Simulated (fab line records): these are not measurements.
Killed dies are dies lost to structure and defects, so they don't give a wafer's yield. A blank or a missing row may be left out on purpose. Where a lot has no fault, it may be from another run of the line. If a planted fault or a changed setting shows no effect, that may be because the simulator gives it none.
fab line records ; flow nand_harc
record: lots: 6; wafers: 18; last_day: 34
route steps=1302 shown A_CHANNEL_FILL_D2@615
lots untouched by any fault: they come from a run of this same line in which no faults occurred
start_h: hours from the record's opening day to when the first of the lot's shown wafers began ; wait_h: time in hours since the lot's previous step ; " repeats the value in the row above ; L1.1+2: several wafers, shown together as one row ; - no value, or no start was given ; * or withheld: withheld ; < > ~ a bound
route shown NAME@n: names a module that has steps shown in the file, with the first one's number in the route ; usual: mean and standard deviation over wafers with no fault ; same: alike in all rows ; chamber/n: place in a boat ; sites: the reading at each site ; _std_site: how widely they spread, as a standard deviation ; _edge_site: mean of outer sites minus mean of inner sites ; radius_mm: for every site, how far away it sits from the centre of the wafer ; mask NAME#n: copy n ; behind: tool/chamber where the wafer was last shaped ; hold: reason for holding the lot/hours on hold/outcome of the hold ; device: the n, p or np transistor that did not switch ; end of line: the same wafers' tests at the end of the route ; for a step that has no rows: nothing shown but its recipe ; killed: not the wafer's yield, but the dies lost to structure and defects at the first sort ; map: dies across one wafer; x = killed, . = not, _ = none there
set.NAME: the setting the step ran with; set.NAME@STEP: the setting that earlier step ran with ; model.NAME: the simulator's own value behind a step, which no gauge read
lots at selected steps of the route; one table per step, one row per wafer
services: from which hour (start_h, from the record's first day; less than 0 if before it) a tool's chamber was out of use, for how many hours, and why
== steps ==
step: NHARC_A_CHANNEL_FILL_D2_ALD_15
recipe: target_thk_a: 20; pulse_time_s: 60; ald_cycles: 19; temp_c: 630; pressure_torr: 2; material: SiNx
step: NHARC_A_CHANNEL_FILL_D2_ALD_16
recipe: target_thk_a: 15; pulse_time_s: 10; ald_cycles: 15; temp_c: 300; material: SiO2
usual: ald_cycles: 15/0; heater_power_w: 462/57; precursor_pulse_height_rel: 1.001/0.021
lot.wafer;tool;chamber;start_h;wait_h;ald_cycles;heater_power_w;precursor_pulse_height_rel
L780.1;ald_hk-01;0;362.31;0.2;15;382;1.015
L780.3;ald_hk-01;1;362.31;0.2;15;464;1.000
L780.2;ald_hk-01;2;362.31;0.2;15;425;0.942
L784.4;ald_hk-04;3;405.26;0.1;15;534;1.007
L784.2;ald_hk-04;1;405.26;0.1;15;522;0.986
L784.6;ald_hk-04;3;405.26;0.1;15;524;1.004
L788.2;ald_hk-02;0;429.67;0.0;15;553;0.992
L788.4;ald_hk-02;1;429.67;0.0;15;458;1.029
L788.3;ald_hk-02;2;429.67;0.0;15;406;1.003
L794.4;ald_hk-02;0;497.17;0.1;15;544;0.991
L794.6;ald_hk-02;1;497.17;0.1;15;458;0.978
L794.5;ald_hk-02;2;497.17;0.1;15;416;1.003
L796.1;ald_hk-02;1;514.51;0.1;15;447;0.987
L796.2;ald_hk-02;2;514.51;0.1;15;412;0.987
L796.6;ald_hk-02;3;514.51;0.1;15;396;0.957
L799.1;ald_hk-04;2;540.89;0.2;15;554;0.995
L799.3;ald_hk-04;0;540.89;0.2;15;480;0.944
L799.2;ald_hk-04;1;540.89;0.2;15;520;1.004
step: NHARC_A_CHANNEL_FILL_D2_ANNEAL_17
recipe: temp_c: 850; time_s: 1800
step: NHARC_A_CHANNEL_FILL_D2_CVD_18
recipe: target_thk_a: 30; temp_c: 550; material: poly-Si
step: NHARC_A_CHANNEL_FILL_D2_ETCHBACK_19
recipe: target_depth_a: 50; time_s: 1.7; hbr_flow_sccm: 150; cl2_flow_sccm: 50; rf_w: 400; icp_w: 400; bias_w: 100; chemistry: HBr/Cl2
usual: drypump_motor_current_A: 5.8/0.4; he_backside_leak_sccm: 2.69/0.27; oes_product_au: 0.998/0.0092; throttle_valve_pct: 26.404/0.009
lot.wafer;tool;chamber;start_h;wait_h;drypump_motor_current_A;he_backside_leak_sccm;oes_product_au;rf_hours_counter_h;throttle_valve_pct
L780.1;rie_si-04;1;373.52;0.4;4.9;2.71;1.016;0.19;26.419
L780.3;rie_si-04;2;373.52;0.4;5.7;2.65;0.994;0.25;26.416
L780.2;rie_si-04;0;373.52;0.4;5.6;3.35;1.000;0.19;26.399
L784.4;rie_si-03;3;417.10;0.4;5.7;2.61;1.000;0.08;26.388
L784.2;rie_si-03;2;417.10;0.4;5.5;2.58;0.982;0.04;26.382
L784.6;rie_si-03;0;417.10;0.4;6.1;2.71;0.997;-;26.408
L788.3;rie_si-03;0;442.21;0.4;6.1;2.70;0.998;0.20;26.404
L788.2;rie_si-03;1;442.21;0.4;5.9;2.54;1.002;0.15;26.396
L788.4;rie_si-03;2;442.21;0.4;5.5;2.63;0.994;0.16;26.397
L794.4;rie_si-06;1;508.98;0.4;6.5;2.68;1.003;0.58;26.397
L794.6;rie_si-06;3;508.98;0.4;5.4;2.56;1.001;-;26.406
L794.5;rie_si-06;0;508.98;0.4;6.3;2.61;0.987;-;26.393
L796.1;rie_si-06;1;526.25;0.4;6.5;2.57;1.000;0.68;26.400
L796.2;rie_si-06;2;526.25;0.4;5.8;2.91;0.999;0.66;26.405
L796.6;rie_si-06;3;526.25;0.4;5.4;2.76;0.996;-;26.412
L799.2;rie_si-04;1;552.61;0.4;4.9;2.65;0.996;0.19;26.397
L799.1;rie_si-04;3;552.61;0.4;5.5;2.84;1.011;0.19;26.413
L799.3;rie_si-04;0;552.61;0.4;5.7;2.90;0.998;0.15;26.412
step: NHARC_A_CHANNEL_FILL_D2_ETCHBACK_20
recipe: target_depth_a: 270; time_s: 13.5; c4f8_flow_sccm: withheld; o2_flow_sccm: 8; ar_flow_sccm: withheld; rf_w: 600; bias_w: 1500; chemistry: C4F8/O2/Ar
usual: oes_product_au: 0.983/0.028; rf_vpp_V: 978/5.5
lot.wafer;tool;chamber;start_h;wait_h;oes_product_au;rf_hours_counter_h;rf_vpp_V
L780.1;rie_diel-13;2;373.65;-;1.009;1;978
L780.2;rie_diel-13;3;373.65;-;1.004;1;970
L780.3;rie_diel-13;0;373.65;-;1.002;1;978
L784.4;rie_diel-04;2;417.23;-;0.915;1;984
L784.2;rie_diel-04;0;417.23;-;0.932;1;973
L784.6;rie_diel-04;3;417.23;-;0.940;-;984
L788.4;rie_diel-03;1;442.32;-;0.962;20;975
L788.2;rie_diel-03;2;442.32;-;0.976;22;975
L788.3;rie_diel-03;3;442.32;-;0.978;22;978
L794.6;rie_diel-04;1;509.12;-;0.986;-;971
L794.4;rie_diel-04;2;509.12;-;0.982;-;987
L794.5;rie_diel-04;3;509.12;-;0.998;-;985
L796.1;rie_diel-04;1;526.40;-;0.996;3;971
L796.2;rie_diel-04;3;526.40;-;1.003;3;982
L796.6;rie_diel-04;1;526.40;-;1.000;-;970
L799.2;rie_diel-13;1;552.74;-;0.929;1;984
L799.3;rie_diel-13;2;552.74;-;0.953;1;979
L799.1;rie_diel-13;3;552.74;-;0.921;1;970
step: NHARC_A_CHANNEL_FILL_D2_STRIP_28
recipe: time_s: 20; o2_flow_sccm: 500; ar_flow_sccm: 0; bias_w: 0; chemistry: O2
usual: drypump_motor_current_A: 5.6/0.35; mfc_ar_sccm: 0.008/0.0086; oes_product_au: 1.001/0.0095; rf_vpp_V: 57.8/0.85; showerhead_plenum_p_Torr: 3.52/0.14; throttle_valve_pct: 17.036/0.0079
lot.wafer;tool;chamber;start_h;wait_h;drypump_motor_current_A;mfc_ar_sccm;oes_product_au;rf_hours_counter_h;rf_vpp_V;showerhead_plenum_p_Torr;throttle_valve_pct
L780.3;rie_diel-13;2;373.74;0.1;5.1;0.011;0.990;1;58.0;3.53;17.031
L780.1;rie_diel-13;0;373.74;0.1;5.7;0;1.006;1;56.7;3.50;17.031
L780.2;rie_diel-13;1;373.74;0.1;6.1;0.004;1.002;1;57.3;3.68;17.027
L784.4;rie_diel-04;1;417.32;0.1;6.0;0.003;1.003;1;57.7;3.36;17.040
L784.2;rie_diel-04;3;417.32;0.1;5.2;0;1.022;1;58.3;3.67;17.035
L784.6;rie_diel-04;2;417.32;0.1;5.7;0.018;0.988;-;58.6;3.71;17.024
L788.4;rie_diel-03;1;442.42;0.1;5.6;0;1.008;20;56.8;3.45;17.026
L788.2;rie_diel-03;2;442.42;0.1;6.4;0;0.999;22;57.8;3.42;17.038
L788.3;rie_diel-03;3;442.42;0.1;5.3;0.034;0.997;22;58.5;3.52;17.036
L794.6;rie_diel-04;3;509.21;0.1;5.2;0;1.001;-;57.8;3.67;17.035
L794.4;rie_diel-04;1;509.21;0.1;5.9;0.003;0.993;-;57.5;3.36;17.042
L794.5;rie_diel-04;2;509.21;0.1;5.7;0.018;0.981;-;59.8;3.71;17.027
L796.1;rie_diel-04;3;526.49;0.1;5.2;0;1.011;3;58.9;3.67;17.043
L796.2;rie_diel-04;2;526.49;0.1;5.7;0.018;0.992;3;57.0;3.71;17.024
L796.6;rie_diel-04;3;526.49;0.1;5.2;0;1.011;-;58.0;3.67;17.032
L799.3;rie_diel-13;0;552.83;0.1;5.7;0;1.024;1;58.0;3.50;17.051
L799.1;rie_diel-13;1;552.83;0.1;6.1;0.004;1.023;1;58.0;3.68;17.041
L799.2;rie_diel-13;2;552.83;0.1;5.1;0.011;1.010;1;57.4;3.53;17.028
step: NHARC_A_CHANNEL_FILL_D2_PRECLEAN_21
recipe: time_s: 30; chemistry: dHF
step: NHARC_A_CHANNEL_FILL_D2_SRD_23
step: NHARC_A_CHANNEL_FILL_D2_CVD_05
recipe: target_thk_a: 50; temp_c: 550; material: poly-Si
step: NHARC_A_CHANNEL_FILL_D2_ANNEAL_22
recipe: temp_c: 620; time_s: 7200
step: NHARC_A_CHANNEL_FILL_D2_ALD_25
recipe: target_thk_a: 600; pulse_time_s: 10; ald_cycles: 600; temp_c: 300; material: SiOx
usual: ald_cycles: 600/0; heater_power_w: 473/59; precursor_pulse_height_rel: 0.998/0.02
lot.wafer;tool;chamber;start_h;wait_h;ald_cycles;heater_power_w;precursor_pulse_height_rel
L780.3;ald_hk-02;3;385.14;0.1;600;410;0.976
L780.1;ald_hk-02;0;385.14;0.1;600;545;0.943
L780.2;ald_hk-02;2;386.96;1.9;600;406;1.019
L784.2;ald_hk-04;2;429.18;0.1;600;562;0.981
L784.4;ald_hk-04;1;431.05;1.9;426;510;0.987
L784.6;ald_hk-04;2;431.05;1.9;600;543;1.045
L788.4;ald_hk-04;1;454.78;0.1;426;522;0.984
L788.3;ald_hk-04;2;454.78;0.1;600;566;1.020
L788.2;ald_hk-04;3;454.78;0.1;600;549;1.015
L794.4;ald_hk-02;0;521.65;1.3;600;544;0.976
L794.5;ald_hk-02;2;522.87;2.5;600;404;0.985
L794.6;ald_hk-02;3;522.87;2.5;600;400;0.994
L796.1;ald_hk-02;0;538.39;0.1;600;529;0.986
L796.2;ald_hk-02;1;538.39;0.1;600;435;0.991
L796.6;ald_hk-02;1;541.49;3.2;600;429;1.017
L799.3;ald_hk-04;0;564.84;0.1;600;467;1.013
L799.2;ald_hk-04;1;564.84;0.1;600;510;0.998
L799.1;ald_hk-04;2;564.84;0.1;600;579;0.970
step: NHARC_A_CHANNEL_FILL_D2_ETCHBACK_08
recipe: target_depth_a: 2200; time_s: 110; c4f8_flow_sccm: 20; ar_flow_sccm: withheld; rf_w: 600; bias_w: 300; chemistry: C4F8
usual: oes_product_au: 0.97/0.034; rf_vpp_V: 440.6/2.6
lot.wafer;tool;chamber;start_h;wait_h;oes_product_au;rf_hours_counter_h;rf_vpp_V
L780.3;rie_diel-04;2;-;-;1.00;0;444.8
L780.2;rie_diel-04;3;-;-;1.01;0;442.7
L780.1;rie_diel-04;1;-;-;1.00;0;437.9
L784.2;rie_diel-04;3;-;-;0.94;1;444.3
L784.4;rie_diel-04;1;-;-;0.93;1;437.7
L784.6;rie_diel-04;0;-;-;0.94;-;437.6
L788.2;rie_diel-04;2;-;-;0.99;2;443.0
L788.4;rie_diel-04;3;-;-;1.01;2;442.4
L788.3;rie_diel-04;0;-;-;1.02;2;438.7
L794.4;rie_diel-04;3;-;-;0.94;3;444.7
L794.5;rie_diel-04;1;-;-;0.93;-;439.0
L794.6;rie_diel-04;2;-;-;0.92;-;443.8
L796.1;rie_diel-13;2;-;-;1.02;0;441.3
L796.2;rie_diel-13;1;-;-;1.01;0;444.1
L796.6;rie_diel-13;2;-;-;1.02;-;441.0
L799.3;rie_diel-03;1;-;-;0.99;19;438.5
L799.2;rie_diel-03;2;-;-;0.99;21;439.4
L799.1;rie_diel-03;3;-;-;0.98;20;440.6
== services ==
tool;chamber;start_h;hours;kind
rie_diel-13;-;342.00;9.0;pm
rie_si-04;-;342.00;9.0;pm
rie_si-06;1;346.75;9.7;repair
rie_diel-04;-;359.03;9.0;pm
rie_diel-03;1;366.57;2.8;repair
ald_hk-04;-;366.59;1.5;repair
rie_diel-04;-;372.91;0.3;repair
rie_si-03;1;385.52;8.8;repair
rie_diel-03;-;391.40;2.0;repair
rie_diel-04;3;392.01;4.1;repair
rie_si-03;-;398.00;9.0;pm
rie_diel-13;0;402.69;1.7;repair
rie_diel-13;-;405.10;1.3;repair
rie_diel-13;1;419.46;5.5;repair
rie_si-06;-;426.00;9.0;pm
ald_hk-04;-;435.18;10.0;pm
rie_si-04;2;439.93;13.1;repair
rie_diel-03;-;458.30;9.0;pm
rie_diel-13;2;459.97;32.6;repair
rie_diel-13;3;465.05;13.6;repair
rie_diel-13;2;509.50;4.6;repair
rie_diel-13;-;519.00;9.0;pm
ald_hk-02;-;527.99;10.0;pm
rie_diel-04;-;536.03;9.0;pm
== key ==
first_sign: step: NHARC_A_CHANNEL_FILL_D2_ALD_25; reading: ald_cycles; direction: down; sigmas: 99+; usual: 600; struck: 426
effect none on later readings
met_at NHARC_A_CHANNEL_FILL_D2_ALD_25
struck_wafers L784.4,L788.4
tester_left_out L784,L788
fault: kind: process_parameter_drift; tool: ald_hk-04; chamber: 1; onset_h: 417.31; steps: NHARC_A_CHANNEL_FILL_D2_ALD_25; channel: ald_cycles; offset: -174; shape: step; end_h: 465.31; acts_in: these_recipes_only; stated: 600
tester_left_out: of these lots the tester's yield and bins aren't shown, on N5 and GAA mostly nor the transistor test; their killed dies are dies lost to structure and defects alone, not to doping, threshold or leakage, so they don't give the yield
